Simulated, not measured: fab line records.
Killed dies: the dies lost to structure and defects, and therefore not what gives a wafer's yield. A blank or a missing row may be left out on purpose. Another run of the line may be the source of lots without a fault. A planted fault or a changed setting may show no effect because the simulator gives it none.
Which tool was responsible? / flow n5_finfet / 12 lots with 28 wafers sampled at 5 steps, on a route of 1938 steps

## WHAT EACH GAUGE READ, for each wafer
N5_BEOL_M0_SAQP_CD_MEAS_25 targets a cd of 13.1 nm. Usual: 12.84 nm for cd_nm, sd 0.23.
lot=L702; measured=day 6 06:30; on=cd_sem-01; cd_nm (nm)=12.69 12.91; flag=
lot=L703; measured=day 6 13:02; on=cd_sem-02; cd_nm (nm)=12.91 12.88; flag=
lot=L704; measured=day 6 21:53; on=cd_sem-02; cd_nm (nm)=12.79 12.53; flag=
lot=L705; measured=day 7 01:19; on=cd_sem-02; cd_nm (nm)=12.48 12.91; flag=
lot=L706; measured=day 7 07:25; on=cd_sem-01; cd_nm (nm)=13.17 13.02; flag=
lot=L707; measured=day 7 11:25; on=cd_sem-02; cd_nm (nm)=12.86 12.85; flag=
lot=L712; measured=day 8 17:47; on=cd_sem-03; cd_nm (nm)=12.92 12.46; flag=
lot=L713; measured=day 9 02:58; on=cd_sem-03; cd_nm (nm)=12.93 12.84; flag=
lot=L715; measured=day 9 11:43; on=cd_sem-01; cd_nm (nm)=13.08 13.14 13.12; flag=
lot=L717; measured=day 9 21:53; on=cd_sem-01; cd_nm (nm)=12.77 12.92 12.51; flag=
lot=L721; measured=day 11 00:36; on=cd_sem-02; cd_nm (nm)=12.76 12.95 12.93; flag=
lot=L722; measured=day 11 08:17; on=cd_sem-02; cd_nm (nm)=13.50 12.74 13.01; flag=

N5_BEOL_M4_RC_MEAS_101. Usual: DIBL_N 36.0 mV/V, standard deviation 1.9; DIBL_P 35.6 mV/V, standard deviation 2.4; IOFF_N 0.16 nA/um, standard deviation 0.036; IOFF_P 0.21 nA/um, standard deviation 0.04; ION_N 673 uA/um, standard deviation 14; ION_P 460 uA/um, standard deviation 8.9; SS_N 71.5 mV/dec, standard deviation 0.67; SS_P 73.2 mV/dec, standard deviation 0.73; VT_N 249 mV, standard deviation 3.6; VT_P -250 mV, standard deviation 3.7.
lot=L702; measured=day 8 21:08; on=prober-02; DIBL_N (mV/V)=34.4 36.4; DIBL_P (mV/V)=32.6 34.7; IOFF_N (nA/um)=0.13 0.14; IOFF_P (nA/um)=0.18 0.20; ION_N (uA/um)=668 657; ION_P (uA/um)=460 455; SS_N (mV/dec)=70.8 71.3; SS_P (mV/dec)=73.0 73.0; VT_N (mV)=253 256; VT_P (mV)=-249 -248; flag=
lot=L703; measured=day 8 16:07; on=prober-01; DIBL_N (mV/V)=33.6 33.5; DIBL_P (mV/V)=33.5 33.5; IOFF_N (nA/um)=0.14 0.15; IOFF_P (nA/um)=0.19 0.19; ION_N (uA/um)=665 677; ION_P (uA/um)=457 464; SS_N (mV/dec)=70.7 71.2; SS_P (mV/dec)=72.8 73.3; VT_N (mV)=250 249; VT_P (mV)=-251 -249; flag=
lot=L704; measured=day 8 22:13; on=prober-01; DIBL_N (mV/V)=36.7 34.4; DIBL_P (mV/V)=37.2 34.3; IOFF_N (nA/um)=0.18 0.12; IOFF_P (nA/um)=0.23 0.18; ION_N (uA/um)=685 660; ION_P (uA/um)=469 457; SS_N (mV/dec)=72.5 71.1; SS_P (mV/dec)=73.4 73.0; VT_N (mV)=247 254; VT_P (mV)=-248 -251; flag=
lot=L705; measured=day 9 01:42; on=prober-02; DIBL_N (mV/V)=36.6 34.7; DIBL_P (mV/V)=37.3 34.8; IOFF_N (nA/um)=0.16 0.13; IOFF_P (nA/um)=0.23 0.19; ION_N (uA/um)=659 662; ION_P (uA/um)=465 457; SS_N (mV/dec)=71.3 70.4; SS_P (mV/dec)=73.2 72.6; VT_N (mV)=249 254; VT_P (mV)=-249 -251; flag=
lot=L706; measured=day 9 08:53; on=prober-02; DIBL_N (mV/V)=36.5 36.1; DIBL_P (mV/V)=36.3 36.6; IOFF_N (nA/um)=0.15 0.15; IOFF_P (nA/um)=0.19 0.20; ION_N (uA/um)=666 663; ION_P (uA/um)=454 454; SS_N (mV/dec)=71.7 72.0; SS_P (mV/dec)=73.6 73.5; VT_N (mV)=250 250; VT_P (mV)=-254 -251; flag=
lot=L707; measured=day 9 19:20; on=prober-01; DIBL_N (mV/V)=37.1 36.2; DIBL_P (mV/V)=38.2 34.7; IOFF_N (nA/um)=0.20 0.17; IOFF_P (nA/um)=0.28 0.22; ION_N (uA/um)=693 663; ION_P (uA/um)=476 459; SS_N (mV/dec)=72.1 71.8; SS_P (mV/dec)=73.3 72.7; VT_N (mV)=245 248; VT_P (mV)=-243 -247; flag=
lot=L712; measured=day 11 06:44; on=prober-01; DIBL_N (mV/V)=33.4 35.2; DIBL_P (mV/V)=31.9 34.6; IOFF_N (nA/um)=0.10 0.15; IOFF_P (nA/um)=0.16 0.19; ION_N (uA/um)=642 674; ION_P (uA/um)=451 461; SS_N (mV/dec)=70.7 70.6; SS_P (mV/dec)=71.4 73.1; VT_N (mV)=256 249; VT_P (mV)=-256 -252; flag=
lot=L713; measured=day 11 17:19; on=prober-02; DIBL_N (mV/V)=32.8 37.4; DIBL_P (mV/V)=33.5 37.4; IOFF_N (nA/um)=0.12 0.19; IOFF_P (nA/um)=0.15 0.21; ION_N (uA/um)=679 688; ION_P (uA/um)=457 459; SS_N (mV/dec)=70.1 71.7; SS_P (mV/dec)=71.7 73.4; VT_N (mV)=250 244; VT_P (mV)=-257 -252; flag=
lot=L715; measured=day 11 23:18; on=prober-02; DIBL_N (mV/V)=37.0 29.9 36.2; DIBL_P (mV/V)=35.8 26.3 34.4; IOFF_N (nA/um)=0.16 0.08 0.14; IOFF_P (nA/um)=0.21 0.11 0.19; ION_N (uA/um)=688 658 670; ION_P (uA/um)=469 453 457; SS_N (mV/dec)=72.1 68.8 71.8; SS_P (mV/dec)=74.6 71.2 73.5; VT_N (mV)=249 255 251; VT_P (mV)=-250 -257 -250; flag=
lot=L717; measured=day 12 17:22; on=prober-02; DIBL_N (mV/V)=31.0 36.8 35.1; DIBL_P (mV/V)=30.6 37.6 34.8; IOFF_N (nA/um)=0.10 0.19 0.15; IOFF_P (nA/um)=0.15 0.26 0.21; ION_N (uA/um)=662 685 665; ION_P (uA/um)=456 464 453; SS_N (mV/dec)=69.6 71.5 71.4; SS_P (mV/dec)=72.0 73.7 73.8; VT_N (mV)=257 245 251; VT_P (mV)=-254 -248 -249; flag=
lot=L721; measured=day 13 07:47; on=prober-02; DIBL_N (mV/V)=38.9 36.5 37.4; DIBL_P (mV/V)=38.7 34.8 36.9; IOFF_N (nA/um)=0.20 0.15 0.17; IOFF_P (nA/um)=0.23 0.17 0.20; ION_N (uA/um)=689 670 668; ION_P (uA/um)=460 447 459; SS_N (mV/dec)=71.7 71.3 72.0; SS_P (mV/dec)=74.6 73.3 73.7; VT_N (mV)=243 250 247; VT_P (mV)=-252 -254 -252; flag=
lot=L722; measured=day 13 22:50; on=prober-02; DIBL_N (mV/V)=34.9 34.4 34.5; DIBL_P (mV/V)=36.5 35.7 35.4; IOFF_N (nA/um)=0.16 0.15 0.14; IOFF_P (nA/um)=0.20 0.19 0.18; ION_N (uA/um)=684 678 664; ION_P (uA/um)=467 459 456; SS_N (mV/dec)=71.0 71.3 71.2; SS_P (mV/dec)=72.7 72.7 72.9; VT_N (mV)=248 251 250; VT_P (mV)=-249 -254 -253; flag=

## WHICH TOOL RAN EACH LOT (tool, then ch and the chambers of the sampled wafers, then the start)
lot=L702; N5_BEOL_M0_SAQP_SPACER1_ALD_98=ald_sin-03 ch 0,2, day 6 05:50; N5_BEOL_M0_SAQP_ETCH_101=rie_diel-03 ch 2,3, day 6 06:32; N5_BEOL_M0_SAQP_COAT_105=litho_track-03 ch 0, day 6 07:09
lot=L703; N5_BEOL_M0_SAQP_SPACER1_ALD_98=ald_sin-03 ch 0,1, day 6 12:18; N5_BEOL_M0_SAQP_ETCH_101=rie_diel-06 ch 0,3, day 6 13:04; N5_BEOL_M0_SAQP_COAT_105=litho_track-02 ch 0, day 6 13:41
lot=L704; N5_BEOL_M0_SAQP_SPACER1_ALD_98=ald_sin-03 ch 0,2, day 6 21:13; N5_BEOL_M0_SAQP_ETCH_101=rie_diel-02 ch 1,2, day 6 21:56; N5_BEOL_M0_SAQP_COAT_105=litho_track-03 ch 0, day 6 22:32
lot=L705; N5_BEOL_M0_SAQP_SPACER1_ALD_98=ald_sin-01 ch 0,2, day 7 00:38; N5_BEOL_M0_SAQP_ETCH_101=rie_diel-02 ch 2, day 7 01:21; N5_BEOL_M0_SAQP_COAT_105=litho_track-02 ch 0, day 7 01:58
lot=L706; N5_BEOL_M0_SAQP_SPACER1_ALD_98=ald_sin-02 ch 3, day 7 06:45; N5_BEOL_M0_SAQP_ETCH_101=rie_diel-03 ch 1, day 7 07:28; N5_BEOL_M0_SAQP_COAT_105=litho_track-03 ch 0, day 7 08:04
lot=L707; N5_BEOL_M0_SAQP_SPACER1_ALD_98=ald_sin-02 ch 0,2, day 7 10:42; N5_BEOL_M0_SAQP_ETCH_101=rie_diel-02 ch 0,2, day 7 11:31; N5_BEOL_M0_SAQP_COAT_105=litho_track-02 ch 0, day 7 12:07
lot=L712; N5_BEOL_M0_SAQP_SPACER1_ALD_98=ald_sin-02 ch 1,2, day 8 17:20; N5_BEOL_M0_SAQP_ETCH_101=rie_diel-06 ch 2,3, day 8 17:52; N5_BEOL_M0_SAQP_COAT_105=litho_track-03 ch 0, day 8 18:27
lot=L713; N5_BEOL_M0_SAQP_SPACER1_ALD_98=ald_sin-01 ch 0,1, day 9 02:17; N5_BEOL_M0_SAQP_ETCH_101=rie_diel-06 ch 1,2, day 9 03:00; N5_BEOL_M0_SAQP_COAT_105=litho_track-02 ch 0, day 9 03:36
lot=L715; N5_BEOL_M0_SAQP_SPACER1_ALD_98=ald_sin-01 ch 0,2, day 9 11:02; N5_BEOL_M0_SAQP_ETCH_101=rie_diel-02 ch 0,1,3, day 9 11:51; N5_BEOL_M0_SAQP_COAT_105=litho_track-03 ch 0, day 9 12:27
lot=L717; N5_BEOL_M0_SAQP_SPACER1_ALD_98=ald_sin-01 ch 0,2,3, day 9 21:01; N5_BEOL_M0_SAQP_ETCH_101=rie_diel-06 ch 0,2,3, day 9 22:11; N5_BEOL_M0_SAQP_COAT_105=litho_track-03 ch 0, day 9 22:47
lot=L721; N5_BEOL_M0_SAQP_SPACER1_ALD_98=ald_sin-01 ch 0,1, day 10 23:55; N5_BEOL_M0_SAQP_ETCH_101=rie_diel-02 ch 1,2,3, day 11 00:38; N5_BEOL_M0_SAQP_COAT_105=litho_track-02 ch 0, day 11 01:15
lot=L722; N5_BEOL_M0_SAQP_SPACER1_ALD_98=ald_sin-02 ch 0,1,2, day 11 07:34; N5_BEOL_M0_SAQP_ETCH_101=rie_diel-03 ch 2,3, day 11 08:19; N5_BEOL_M0_SAQP_COAT_105=litho_track-04 ch 0, day 11 08:56
- N5_BEOL_M0_SAQP_SPACER1_ALD_98: deposits SiO2, target thk 12.8 nm, pulse time 1 s, purge time 2 s.
- N5_BEOL_M0_SAQP_ETCH_101: etches SiNx in CH3F/O2, target depth 29.9 nm, time 42.7 s.
- N5_BEOL_M0_SAQP_COAT_105: time 60 s, resist thk 100 nm.

## AS READ BY THE TOOLS THEMSELVES (means over the sampled wafers that have a number; for cases with no such wafer, the mark the record gives instead)
N5_BEOL_M0_SAQP_SPACER1_ALD_98. Usual: chamber_pressure_Torr 1.999 Torr, standard deviation 0.0044; heater_power_w 469 W, standard deviation 42; precursor_pulse_height_rel 1.003, standard deviation 0.02.
lot=L702; tool=ald_sin-03; chamber_pressure_Torr (Torr)=1.999; heater_power_w (W)=481; precursor_pulse_height_rel=1.012; flag=
lot=L703; tool=ald_sin-03; chamber_pressure_Torr (Torr)=2.002; heater_power_w (W)=540; precursor_pulse_height_rel=0.997; flag=
lot=L704; tool=ald_sin-03; chamber_pressure_Torr (Torr)=2.000; heater_power_w (W)=482; precursor_pulse_height_rel=0.992; flag=
lot=L705; tool=ald_sin-01; chamber_pressure_Torr (Torr)=1.997; heater_power_w (W)=470; precursor_pulse_height_rel=1.016; flag=
lot=L706; tool=ald_sin-02; chamber_pressure_Torr (Torr)=1.996; heater_power_w (W)=468; precursor_pulse_height_rel=0.986; flag=
lot=L707; tool=ald_sin-02; chamber_pressure_Torr (Torr)=1.997; heater_power_w (W)=478; precursor_pulse_height_rel=0.982; flag=
lot=L712; tool=ald_sin-02; chamber_pressure_Torr (Torr)=2.003; heater_power_w (W)=470; precursor_pulse_height_rel=0.996; flag=
lot=L713; tool=ald_sin-01; chamber_pressure_Torr (Torr)=2.002; heater_power_w (W)=440; precursor_pulse_height_rel=0.993; flag=
lot=L715; tool=ald_sin-01; chamber_pressure_Torr (Torr)=2.005; heater_power_w (W)=461; precursor_pulse_height_rel=1.004; flag=
lot=L717; tool=ald_sin-01; chamber_pressure_Torr (Torr)=1.996; heater_power_w (W)=480; precursor_pulse_height_rel=0.995; flag=
lot=L721; tool=ald_sin-01; chamber_pressure_Torr (Torr)=1.996; heater_power_w (W)=456; precursor_pulse_height_rel=1.015; flag=
lot=L722; tool=ald_sin-02; chamber_pressure_Torr (Torr)=1.998; heater_power_w (W)=466; precursor_pulse_height_rel=0.994; flag=

N5_BEOL_M0_SAQP_ETCH_101. Usual: drypump_motor_current_A 5.5 A, standard deviation 0.55; mfc_ar_sccm 150.1 sccm, standard deviation 0.44; oes_product_au 0.78 a.u., standard deviation 0.081; rf_vpp_V 292 V, standard deviation 5.7; showerhead_plenum_p_Torr 1.99 Torr, standard deviation 0.088; throttle_valve_pct 16.47 %, standard deviation 0.25.
lot=L702; tool=rie_diel-03; drypump_motor_current_A (A)=5.9; mfc_ar_sccm (sccm)=149.7; oes_product_au (a.u.)=0.79; rf_vpp_V (V)=291; showerhead_plenum_p_Torr (Torr)=1.92; throttle_valve_pct (%)=16.37; flag=
lot=L703; tool=rie_diel-06; drypump_motor_current_A (A)=5.5; mfc_ar_sccm (sccm)=150.7; oes_product_au (a.u.)=0.78; rf_vpp_V (V)=298; showerhead_plenum_p_Torr (Torr)=1.94; throttle_valve_pct (%)=16.54; flag=
lot=L704; tool=rie_diel-02; drypump_motor_current_A (A)=5.6; mfc_ar_sccm (sccm)=150.3; oes_product_au (a.u.)=0.78; rf_vpp_V (V)=286; showerhead_plenum_p_Torr (Torr)=1.96; throttle_valve_pct (%)=16.57; flag=
lot=L705; tool=rie_diel-02; drypump_motor_current_A (A)=5.7; mfc_ar_sccm (sccm)=149.7; oes_product_au (a.u.)=0.85; rf_vpp_V (V)=286; showerhead_plenum_p_Torr (Torr)=1.94; throttle_valve_pct (%)=16.29; flag=
lot=L706; tool=rie_diel-03; drypump_motor_current_A (A)=5.0; mfc_ar_sccm (sccm)=149.8; oes_product_au (a.u.)=0.91; rf_vpp_V (V)=290; showerhead_plenum_p_Torr (Torr)=2.13; throttle_valve_pct (%)=16.02; flag=
lot=L707; tool=rie_diel-02; drypump_motor_current_A (A)=5.7; mfc_ar_sccm (sccm)=149.9; oes_product_au (a.u.)=0.80; rf_vpp_V (V)=292; showerhead_plenum_p_Torr (Torr)=1.90; throttle_valve_pct (%)=16.46; flag=
lot=L712; tool=rie_diel-06; drypump_motor_current_A (A)=4.8; mfc_ar_sccm (sccm)=150.1; oes_product_au (a.u.)=0.76; rf_vpp_V (V)=292; showerhead_plenum_p_Torr (Torr)=1.99; throttle_valve_pct (%)=16.53; flag=
lot=L713; tool=rie_diel-06; drypump_motor_current_A (A)=5.1; mfc_ar_sccm (sccm)=150.1; oes_product_au (a.u.)=0.75; rf_vpp_V (V)=289; showerhead_plenum_p_Torr (Torr)=2.04; throttle_valve_pct (%)=16.52; flag=
lot=L715; tool=rie_diel-02; drypump_motor_current_A (A)=5.7; mfc_ar_sccm (sccm)=150.1; oes_product_au (a.u.)=0.78; rf_vpp_V (V)=295; showerhead_plenum_p_Torr (Torr)=1.97; throttle_valve_pct (%)=16.57; flag=
lot=L717; tool=rie_diel-06; drypump_motor_current_A (A)=5.2; mfc_ar_sccm (sccm)=150.2; oes_product_au (a.u.)=0.74; rf_vpp_V (V)=295; showerhead_plenum_p_Torr (Torr)=1.95; throttle_valve_pct (%)=16.63; flag=
lot=L721; tool=rie_diel-02; drypump_motor_current_A (A)=5.7; mfc_ar_sccm (sccm)=150.0; oes_product_au (a.u.)=0.80; rf_vpp_V (V)=291; showerhead_plenum_p_Torr (Torr)=1.99; throttle_valve_pct (%)=16.46; flag=
lot=L722; tool=rie_diel-03; drypump_motor_current_A (A)=5.6; mfc_ar_sccm (sccm)=150.2; oes_product_au (a.u.)=0.77; rf_vpp_V (V)=292; showerhead_plenum_p_Torr (Torr)=1.92; throttle_valve_pct (%)=16.46; flag=

N5_BEOL_M0_SAQP_COAT_105. Usual: 1500.1 rpm for spin_speed_rpm, sd 1.1.
lot=L702; tool=litho_track-03; spin_speed_rpm (rpm)=1499.7; flag=
lot=L703; tool=litho_track-02; spin_speed_rpm (rpm)=1500.7; flag=
lot=L704; tool=litho_track-03; spin_speed_rpm (rpm)=1499.6; flag=
lot=L705; tool=litho_track-02; spin_speed_rpm (rpm)=1500.2; flag=
lot=L706; tool=litho_track-03; spin_speed_rpm (rpm)=1500.4; flag=
lot=L707; tool=litho_track-02; spin_speed_rpm (rpm)=1499.9; flag=
lot=L712; tool=litho_track-03; spin_speed_rpm (rpm)=1500.9; flag=
lot=L713; tool=litho_track-02; spin_speed_rpm (rpm)=1500.7; flag=
lot=L715; tool=litho_track-03; spin_speed_rpm (rpm)=1663.0; flag=OFF
lot=L717; tool=litho_track-03; spin_speed_rpm (rpm)=1664.4; flag=OFF
lot=L721; tool=litho_track-02; spin_speed_rpm (rpm)=1500.7; flag=
lot=L722; tool=litho_track-04; spin_speed_rpm (rpm)=1500.4; flag=

## THE ANSWER, worked out from the rows above alone
Rule: a lot counts as off when the mean over its wafers that have a number is more than 3 standard deviations away from the usual mean. A lot without any number at a reading at which 4 lots or more have one is off too. The other lots that the step has rows for count as sound. Order of review: gauges by route order, followed by the tools' own readings, for which a lot's mean as printed above is used. The first step at which some lot is off is used, and at that step the reading that is off furthest; a lot without a number counts as furthest.
Off: L715, L717 (N5_BEOL_M0_SAQP_COAT_105, spin_speed_rpm).
If a tool, at that step or one of the process steps before it, ran each lot that is off and ran no sound lot following the first of them, it fits. One candidate fits, namely litho_track-03 at N5_BEOL_M0_SAQP_COAT_105. A fault onset in the window from L712 (day 8 18:27, its last sound lot) to L715 (day 9 12:27, its first lot off) fits.
On the lots that are off, the tool's own readings at N5_BEOL_M0_SAQP_COAT_105 differ by more than 5 times the standard deviation of the sound lots' means, which bears it out; spin_speed_rpm reads 1663.7 rpm there versus 1500.3 rpm on the sound lots.

## WHAT WAS PUT IN BY THE SIMULATOR
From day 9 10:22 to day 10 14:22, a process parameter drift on litho_track-03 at N5_BEOL_M0_SAQP_COAT_105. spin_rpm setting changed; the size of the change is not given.
Shown lots that were struck: L715, L717. The rule above reached the same finding.
